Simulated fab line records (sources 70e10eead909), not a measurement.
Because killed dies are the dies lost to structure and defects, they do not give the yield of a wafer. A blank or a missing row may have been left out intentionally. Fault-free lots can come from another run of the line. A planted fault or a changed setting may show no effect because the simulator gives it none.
Which of the tools did it?    flow nand harc    24 lots, 72 wafers sampled, at 6 steps of a route of 1302

== WHAT EACH GAUGE READ, for each wafer ==
No reading from a measuring or inspecting step in the record can be judged against a usual standard deviation.

== TOOL THAT RAN EACH LOT (tool first, then ch and the chambers of the sampled wafers, then the start) ==
lot   NHARC_A_STAIRCASE_ETCH_232                     NHARC_A_STAIRCASE_STRIP_254           NHARC_A_STAIRCASE_HM_OPEN_460                  NHARC_A_STAIRCASE_ETCH_294                     NHARC_A_STAIRCASE_ETCH_315                     NHARC_A_STAIRCASE_DEP_417
L075  rie diel-03 ch 0,1, day 16 14:02 or earlier    plasma asher-01 ch 0,1, day 16 14:02  rie diel-10 ch 0,1, day 17 15:31 or earlier    rie diel-10 ch 1,3, day 17 15:31 or earlier    rie diel-09 ch 0,3, day 17 15:31 or earlier    pecvd-02 ch 1,2, day 17 15:31
L074  rie diel-10 ch 0,2,3, day 16 14:13 or earlier  plasma asher-02 ch 0,1, day 16 14:13  rie diel-03 ch 0,1, day 17 16:52 or earlier    rie diel-03 ch 0,2,3, day 17 16:52 or earlier  rie diel-09 ch 0,1,2, day 17 16:52 or earlier  pecvd-02 ch 0,2, day 17 16:52
L076  rie diel-10 ch 0,2,3, day 17 04:26 or earlier  plasma asher-01 ch 0,1, day 17 04:26  rie diel-09 ch 0,1,2, day 18 08:53 or earlier  rie diel-09 ch 0,1,3, day 18 08:53 or earlier  rie diel-10 ch 1,2,3, day 18 08:53 or earlier  pecvd-03 ch 0,1, day 18 08:53
L077  rie diel-09 ch 1,2,3, day 17 10:17 or earlier  plasma asher-01 ch 0,1, day 17 10:17  rie diel-10 ch 1,2,3, day 18 14:55 or earlier  rie diel-10 ch 0,1,2, day 18 14:55 or earlier  rie diel-09 ch 0,1,2, day 18 14:55 or earlier  pecvd-03 ch 0,1,2, day 18 14:55
L078  rie diel-03 ch 0,2, day 17 10:43 or earlier    plasma asher-02 ch 0,1, day 17 10:43  rie diel-10 ch 1,2,3, day 18 10:29 or earlier  rie diel-10 ch 1,2, day 18 10:29 or earlier    rie diel-09 ch 0,2,3, day 18 10:29 or earlier  pecvd-03 ch 0,2, day 18 10:29
L079  rie diel-03 ch 2,3, day 18 18:45 or earlier    plasma asher-01 ch 0,1, day 18 18:45  rie diel-10 ch 0,1,2, day 19 18:20 or earlier  rie diel-10 ch 0,1,2, day 19 18:20 or earlier  rie diel-09 ch 2,3, day 19 18:20 or earlier    pecvd-01 ch 0,1, day 19 18:20
L080  rie diel-10 ch 0,1,3, day 19 01:01 or earlier  plasma asher-01 ch 0,1, day 19 01:01  rie diel-09 ch 1,2, day 19 21:26 or earlier    rie diel-09 ch 1,3, day 19 21:26 or earlier    rie diel-09 ch 0,1,3, day 19 21:26 or earlier  pecvd-01 ch 0,1,2, day 19 21:26
L081  rie diel-09 ch 0,3, day 19 01:35 or earlier    plasma asher-01 ch 0,1, day 19 01:35  rie diel-10 ch 0,1,2, day 20 00:51 or earlier  rie diel-10 ch 1,2, day 20 00:51 or earlier    rie diel-03 ch 0,2,3, day 20 00:51 or earlier  pecvd-02 ch 0,1,2, day 20 00:51
L082  rie diel-10 ch 0,2,3, day 19 22:17 or earlier  plasma asher-02 ch 0,1, day 19 22:17  rie diel-10 ch 0,2, day 20 23:37 or earlier    rie diel-10 ch 0,1,3, day 20 23:37 or earlier  rie diel-03 ch 0,2, day 20 23:37 or earlier    pecvd-03 ch 0,2, day 20 23:37
L083  rie diel-03 ch 0,1,3, day 20 01:07 or earlier  plasma asher-01 ch 0,1, day 20 01:07  rie diel-10 ch 1,2,3, day 21 09:00 or earlier  rie diel-10 ch 0,1,2, day 21 09:00 or earlier  rie diel-10 ch 0,2,3, day 21 09:00 or earlier  pecvd-02 ch 1,2, day 21 09:00
L084  rie diel-09 ch 0,1,3, day 20 10:49 or earlier  plasma asher-01 ch 0, day 20 10:49    rie diel-09 ch 1,3, day 21 16:56 or earlier    rie diel-09 ch 0,2,3, day 21 16:56 or earlier  rie diel-03 ch 1,2,3, day 21 16:56 or earlier  pecvd-02 ch 1,2, day 21 16:56
L086  rie diel-10 ch 0,1,2, day 21 03:10 or earlier  plasma asher-01 ch 0,1, day 21 03:10  rie diel-10 ch 1,3, day 22 02:51 or earlier    rie diel-10 ch 0,2,3, day 22 02:51 or earlier  rie diel-03 ch 0,1,2, day 22 02:51 or earlier  pecvd-02 ch 1,2, day 22 02:51
L087  rie diel-03 ch 2,3, day 21 04:03 or earlier    plasma asher-01 ch 0,1, day 21 04:03  rie diel-03 ch 0,3, day 22 07:25 or earlier    rie diel-03 ch 0,3, day 22 07:25 or earlier    rie diel-10 ch 2,3, day 22 07:25 or earlier    pecvd-02 ch 0,2, day 22 07:25
L085  rie diel-09 ch 1,3, day 21 08:53 or earlier    plasma asher-01 ch 0,1, day 21 08:53  rie diel-10 ch 0,1,2, day 22 07:34 or earlier  rie diel-10 ch 0,3, day 22 07:34 or earlier    rie diel-10 ch 0,2, day 22 07:34 or earlier    pecvd-01 ch 0,1,2, day 22 07:34
L088  rie diel-09 ch 0,1,3, day 22 02:55 or earlier  plasma asher-02 ch 0,1, day 22 02:55  rie diel-03 ch 0,3, day 23 01:11 or earlier    rie diel-03 ch 0,1,3, day 23 01:11 or earlier  rie diel-10 ch 0,1,2, day 23 01:11 or earlier  pecvd-01 ch 0,1, day 23 01:11
L089  rie diel-09 ch 0,2,3, day 22 15:10 or earlier  plasma asher-01 ch 1, day 22 15:10    rie diel-03 ch 0,2, day 23 12:58 or earlier    rie diel-03 ch 0,1, day 23 12:58 or earlier    rie diel-09 ch 1,2, day 23 12:58 or earlier    pecvd-03 ch 0,1, day 23 12:58
L090  rie diel-09 ch 0,1, day 23 09:47 or earlier    plasma asher-01 ch 0,1, day 23 09:47  rie diel-10 ch 1,2,3, day 24 05:44 or earlier  rie diel-10 ch 0,3, day 24 05:44 or earlier    rie diel-09 ch 0,1, day 24 05:44 or earlier    pecvd-02 ch 0,1,2, day 24 05:44
L092  rie diel-03 ch 0,1,3, day 23 17:04 or earlier  plasma asher-01 ch 0,1, day 23 17:04  rie diel-09 ch 0,2,3, day 24 12:40 or earlier  rie diel-09 ch 0,2, day 24 12:40 or earlier    rie diel-09 ch 0,1, day 24 12:40 or earlier    pecvd-03 ch 1,2, day 24 12:40
L091  rie diel-09 ch 1,2,3, day 23 17:46 or earlier  plasma asher-02 ch 0,1, day 23 17:46  rie diel-09 ch 0,1,2, day 25 03:23 or earlier  rie diel-09 ch 0,1,2, day 25 03:23 or earlier  rie diel-03 ch 0,2,3, day 25 03:23 or earlier  pecvd-02 ch 0,1,2, day 25 03:23
L093  rie diel-10 ch 2,3, day 24 12:31 or earlier    plasma asher-02 ch 0,1, day 24 12:31  rie diel-03 ch 0,2,3, day 25 14:59 or earlier  rie diel-03 ch 0,1,2, day 25 14:59 or earlier  rie diel-10 ch 0,1, day 25 14:59 or earlier    pecvd-03 ch 0,1,2, day 25 14:59
L094  rie diel-03 ch 1,2,3, day 24 16:43 or earlier  plasma asher-01 ch 0,1, day 24 16:43  rie diel-09 ch 0,2,3, day 25 18:35 or earlier  rie diel-09 ch 2,3, day 25 18:35 or earlier    rie diel-09 ch 0,2,3, day 25 18:35 or earlier  pecvd-03 ch 1,2, day 25 18:35
L095  rie diel-09 ch 1,3, day 25 04:19 or earlier    plasma asher-02 ch 0,1, day 25 04:19  rie diel-09 ch 1,2,3, day 26 01:41 or earlier  rie diel-09 ch 0,1,2, day 26 01:41 or earlier  rie diel-09 ch 1,2,3, day 26 01:41 or earlier  pecvd-01 ch 0,1, day 26 01:41
L096  rie diel-10 ch 0,1,2, day 25 17:03 or earlier  plasma asher-02 ch 0, day 25 17:03    rie diel-09 ch 0,3, day 26 19:12 or earlier    rie diel-09 ch 0,1,2, day 26 19:12 or earlier  rie diel-09 ch 0,1, day 26 19:12 or earlier    pecvd-02 ch 0,1, day 26 19:12
L097  rie diel-09 ch 0,2,3, day 25 18:11 or earlier  plasma asher-01 ch 0,1, day 25 18:11  rie diel-10 ch 0,1, day 26 15:33 or earlier    rie diel-10 ch 1,3, day 26 15:33 or earlier    rie diel-09 ch 2,3, day 26 15:33 or earlier    pecvd-01 ch 0,1, day 26 15:33
- NHARC_A_STAIRCASE_ETCH_232: etches the open film in C4F8/O2, target depth 100 nm, time 40.5 s.
- NHARC_A_STAIRCASE_STRIP_254: strips in O2.
- NHARC_A_STAIRCASE_HM_OPEN_460: chemistry O2/COS.
- NHARC_A_STAIRCASE_ETCH_294: etches the open film in C4F8/O2/Ar, target depth 4989 nm, time 1211.6 s.
- NHARC_A_STAIRCASE_ETCH_315: etches the open film in C4F8/O2/Ar, target depth 2500 nm, time 607.1 s.
- NHARC_A_STAIRCASE_DEP_417: deposits Si3N4, target thk 60 nm.

== AS READ BY THE TOOLS THEMSELVES (means over the sampled wafers that have a number; for cases with no such wafer, the mark the record gives instead) ==
NHARC_A_STAIRCASE_ETCH_232. Usual: bias w 1000.0 W, standard deviation 2.9; oes product au 0.943 a.u., standard deviation 0.012; rf vpp V 896 V, standard deviation 4.3.
lot   tool         bias w (W)  oes product au (a.u.)  rf vpp V (V)  flag
L075  rie diel-03  1003.4      0.936                  890           
L074  rie diel-10  995.6       0.938                  898           
L076  rie diel-10  997.4       0.940                  899           
L077  rie diel-09  1001.0      0.936                  899           
L078  rie diel-03  1002.8      0.941                  897           
L079  rie diel-03  999.5       0.937                  901           
L080  rie diel-10  999.8       0.935                  896           
L081  rie diel-09  998.6       0.961                  895           
L082  rie diel-10  998.4       0.938                  898           
L083  rie diel-03  998.3       0.962                  894           
L084  rie diel-09  1000.3      0.935                  898           
L086  rie diel-10  1000.0      0.939                  897           
L087  rie diel-03  999.4       0.946                  901           
L085  rie diel-09  997.3       0.946                  899           
L088  rie diel-09  1001.9      0.951                  896           
L089  rie diel-09  999.9       0.960                  895           
L090  rie diel-09  999.1       0.955                  895           
L092  rie diel-03  999.7       0.936                  893           
L091  rie diel-09  999.2       0.938                  897           
L093  rie diel-10  1000.8      0.944                  898           
L094  rie diel-03  998.2       0.944                  896           
L095  rie diel-09  1000.9      0.943                  898           
L096  rie diel-10  1001.5      0.934                  897           
L097  rie diel-09  1000.8      0.926                  894           

NHARC_A_STAIRCASE_STRIP_254. Usual: drypump motor current A 5.2 A, standard deviation 0.44; heater power w 349 W, standard deviation 14.
lot   tool             drypump motor current A (A)  heater power w (W)  flag
L075  plasma asher-01  5.0                          351                 
L074  plasma asher-02  5.8                          360                 
L076  plasma asher-01  4.9                          354                 
L077  plasma asher-01  4.8                          356                 
L078  plasma asher-02  5.8                          346                 
L079  plasma asher-01  5.0                          360                 
L080  plasma asher-01  4.9                          361                 
L081  plasma asher-01  5.0                          361                 
L082  plasma asher-02  5.8                          332                 
L083  plasma asher-01  4.9                          358                 
L084  plasma asher-01  4.7                          359                 
L086  plasma asher-01  4.9                          361                 
L087  plasma asher-01  4.9                          356                 
L085  plasma asher-01  4.9                          361                 
L088  plasma asher-02  5.8                          328                 
L089  plasma asher-01  5.2                          355                 
L090  plasma asher-01  5.0                          353                 
L092  plasma asher-01  4.9                          349                 
L091  plasma asher-02  5.8                          337                 
L093  plasma asher-02  5.8                          337                 
L094  plasma asher-01  4.9                          348                 
L095  plasma asher-02  5.7                          328                 
L096  plasma asher-02  5.7                          323                 
L097  plasma asher-01  4.9                          347                 

NHARC_A_STAIRCASE_HM_OPEN_460. Usual: bias w 300.0 W, standard deviation 1; drypump motor current A 5.7 A, standard deviation 0.5; oes product au 0.998 a.u., standard deviation 0.0086; rf vpp V 467.3 V, standard deviation 2.3; showerhead plenum p Torr 3.13 Torr, standard deviation 0.11; throttle valve pct 28.329 %, standard deviation 0.0095.
lot   tool         bias w (W)  drypump motor current A (A)  oes product au (a.u.)  rf vpp V (V)  showerhead plenum p Torr (Torr)  throttle valve pct (%)  flag
L075  rie diel-10  300.3       6.1                          1.005                  467.9         3.14                             28.336                  
L074  rie diel-03  299.5       5.9                          0.994                  463.7         2.96                             28.327                  
L076  rie diel-09  298.9       5.5                          1.003                  467.4         3.11                             28.328                  
L077  rie diel-10  300.2       5.7                          1.001                  467.1         3.18                             28.330                  
L078  rie diel-10  300.6       5.7                          0.995                  468.4         3.18                             28.324                  
L079  rie diel-10  299.6       6.0                          0.994                  468.7         3.19                             28.335                  
L080  rie diel-09  299.5       5.7                          1.000                  468.0         3.16                             28.328                  
L081  rie diel-10  300.3       6.0                          0.991                  468.7         3.19                             28.334                  
L082  rie diel-10  299.9       5.9                          0.990                  469.2         3.24                             28.329                  
L083  rie diel-10  300.3       5.7                          0.996                  467.1         3.17                             28.330                  
L084  rie diel-09  300.0       5.9                          0.996                  469.1         3.21                             28.320                  
L086  rie diel-10  299.4       5.9                          0.990                  466.4         3.10                             28.320                  
L087  rie diel-03  299.3       5.9                          1.000                  467.3         3.13                             28.326                  
L085  rie diel-10  299.8       6.0                          0.995                  468.6         3.18                             28.323                  
L088  rie diel-03  300.2       5.9                          1.005                  466.3         3.13                             28.338                  
L089  rie diel-03  300.1       5.8                          1.004                  465.0         3.03                             28.331                  
L090  rie diel-10  300.1       5.7                          0.992                  467.1         3.16                             28.325                  
L092  rie diel-09  299.7       5.3                          1.001                  466.2         3.08                             28.330                  
L091  rie diel-09  300.4       5.5                          0.993                  465.3         3.09                             28.321                  
L093  rie diel-03  301.0       5.8                          1.003                  468.1         3.13                             28.320                  
L094  rie diel-09  300.5       5.3                          0.994                  466.6         3.08                             28.334                  
L095  rie diel-09  299.6       5.6                          0.995                  467.5         3.13                             28.329                  
L096  rie diel-09  300.8       5.5                          1.002                  467.5         3.12                             28.330                  
L097  rie diel-10  299.1       5.8                          0.994                  466.3         3.10                             28.325                  

NHARC_A_STAIRCASE_ETCH_294. Usual: bias w 3000 W, standard deviation 10; oes product au 0.932 a.u., standard deviation 0.0099; rf vpp V 1827 V, standard deviation 8.4.
lot   tool         bias w (W)  oes product au (a.u.)  rf vpp V (V)  flag
L075  rie diel-10  3010        0.919                  1826          
L074  rie diel-03  3001        0.929                  1829          
L076  rie diel-09  3000        0.928                  1831          
L077  rie diel-10  2998        0.935                  1832          
L078  rie diel-10  3005        0.923                  1837          
L079  rie diel-10  2992        0.931                  1833          
L080  rie diel-09  3001        0.935                  1835          
L081  rie diel-10  3008        0.927                  1837          
L082  rie diel-10  3008        0.931                  1827          
L083  rie diel-10  2990        0.945                  1832          
L084  rie diel-09  2990        0.940                  1824          
L086  rie diel-10  3002        0.937                  1831          
L087  rie diel-03  3006        0.936                  1828          
L085  rie diel-10  3000        0.939                  1826          
L088  rie diel-03  3004        0.938                  1820          
L089  rie diel-03  3006        0.930                  1812          
L090  rie diel-10  3000        0.921                  1824          
L092  rie diel-09  2993        0.935                  1820          
L091  rie diel-09  2999        0.928                  1824          
L093  rie diel-03  3006        0.945                  1820          
L094  rie diel-09  2990        0.923                  1826          
L095  rie diel-09  2998        0.923                  1824          
L096  rie diel-09  2992        0.919                  1823          
L097  rie diel-10  2989        0.950                  1824          

NHARC_A_STAIRCASE_ETCH_315. Usual: bias w 3000 W, standard deviation 8.6; oes product au 0.930 a.u., standard deviation 0.0092; rf vpp V 1828 V, standard deviation 8.7.
lot   tool         bias w (W)  oes product au (a.u.)  rf vpp V (V)  flag
L075  rie diel-09  3000        0.930                  1826          
L074  rie diel-09  3009        0.938                  1826          
L076  rie diel-10  2993        0.938                  1831          
L077  rie diel-09  2997        0.943                  1827          
L078  rie diel-09  3002        0.932                  1824          
L079  rie diel-09  2993        0.935                  1827          
L080  rie diel-09  2994        0.943                  1830          
L081  rie diel-03  3003        0.923                  1828          
L082  rie diel-03  3002        0.950                  1820          
L083  rie diel-10  3001        0.927                  1831          
L084  rie diel-03  2999        0.927                  1829          
L086  rie diel-03  3000        0.933                  1820          
L087  rie diel-10  3007        0.926                  1836          
L085  rie diel-10  3004        0.924                  1832          
L088  rie diel-10  3002        0.925                  1831          
L089  rie diel-09  2994        0.921                  1823          
L090  rie diel-09  3003        0.931                  1826          
L092  rie diel-09  3003        0.917                  1831          
L091  rie diel-03  2994        0.933                  1828          
L093  rie diel-10  3000        0.928                  1826          
L094  rie diel-09  2993        0.926                  1823          
L095  rie diel-09  3003        0.919                  1828          
L096  rie diel-09  3008        0.935                  1825          
L097  rie diel-09  2994        0.929                  1821          

NHARC_A_STAIRCASE_DEP_417. Usual: heater power w reads 712 W (standard deviation 97).
lot   tool      heater power w (W)  flag
L075  pecvd-02  691                 
L074  pecvd-02  760                 
L076  pecvd-03  653                 
L077  pecvd-03  659                 
L078  pecvd-03  659                 
L079  pecvd-01  906                 
L080  pecvd-01  786                 
L081  pecvd-02  722                 
L082  pecvd-03  662                 
L083  pecvd-02  716                 
L084  pecvd-02  736                 
L086  pecvd-02  781                 
L087  pecvd-02  690                 
L085  pecvd-01  760                 
L088  pecvd-01  815                 
L089  pecvd-03  643                 
L090  pecvd-02  722                 
L092  pecvd-03  735                 
L091  pecvd-02  745                 
L093  pecvd-03  689                 
L094  pecvd-03  716                 
L095  pecvd-01  838                 
L096  pecvd-02  675                 
L097  pecvd-01  798                 

== THE ANSWER, worked out from the rows above alone ==
Rule: a lot counts as off when the mean over its wafers that have a number is more than 3 standard deviations away from the usual mean. A lot without any number at a reading at which 4 lots or more have one is off too. The other lots that the step has rows for count as sound. First the gauges in route order, then the tools' own readings, where a lot's mean is used as printed above. The first step at which some lot is off is used, and at that step the reading that is off furthest; a lot without a number counts as furthest.
No lot is off at any reading shown: from this, nothing can be told.

== WHAT THE SIMULATOR PUT IN ==
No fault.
